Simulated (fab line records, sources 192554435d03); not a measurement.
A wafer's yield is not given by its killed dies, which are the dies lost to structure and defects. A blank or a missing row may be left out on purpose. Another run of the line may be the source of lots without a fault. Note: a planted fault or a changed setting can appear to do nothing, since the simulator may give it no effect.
Matching of chambers -- flow n5_finfet -- N5_PASSIVATION_STRIP_34 on rie_diel-04: 4 sister chambers
The step strips in O2. 8 wafers are shown with their chamber, then 10 later ones without.

== WAFERS, EACH WITH ITS CHAMBER ==
wafer,chamber,showerhead_plenum_p_Torr (Torr),throttle_valve_pct (%)
L240.2,1,2.15,16.65
L240.5,2,2.07,17.05
L239.3,2,2.07,17.07
L243.1,0,2.16,16.48
L243.4,3,2.07,17.04
L243.6,0,2.16,16.45
L244.3,1,2.14,16.60
L244.4,3,2.06,17.01

== WAFERS MISSING THEIR CHAMBER ==
wafer,showerhead_plenum_p_Torr (Torr),throttle_valve_pct (%)
L244.5,2.07,17.07
L248.2,2.06,17.00
L248.4,2.06,17.08
L248.5,2.06,17.09
L260.2,2.05,17.18
L260.3,2.06,16.56
L260.6,2.05,17.15
L256.3,2.06,16.62
L256.4,2.06,16.58
L256.6,2.14,16.49

== WHICH CHAMBER EACH WENT THROUGH ==
wafer,from the rows above,in truth
L244.5,can't be placed: 2 or 3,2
L248.2,can't be placed: 3 or 2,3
L248.4,can't be placed: 2 or 3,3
L248.5,can't be placed: 2 or 3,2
L260.2,can't be placed: 2 or 3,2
L260.3,1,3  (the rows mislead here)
L260.6,can't be placed: 2 or 3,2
L256.3,can't be placed: 3 or 1 or 2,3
L256.4,can't be placed: 1 or 3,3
L256.6,can't be placed: 0 or 1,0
Correctly placed: 0 of 10. Not placeable from these rows: 9 (in 9, the candidates include the true chamber). 1 placed wrongly.
How it was worked out, from the rows above alone: a wafer's distance from a chamber is the root of the sum, over the readings, of the square of ((its reading less the chamber's mean) divided by the reading's scatter). The wafer belongs to the nearest chamber; if the next one is less than 2 further off, it can't be placed. For every chamber, the mean is computed from those of its wafers that are shown. The scatter is the square root of a quotient: the sum, over the shown wafers, of each reading's squared deviation from its chamber's mean, divided by wafers minus chambers.
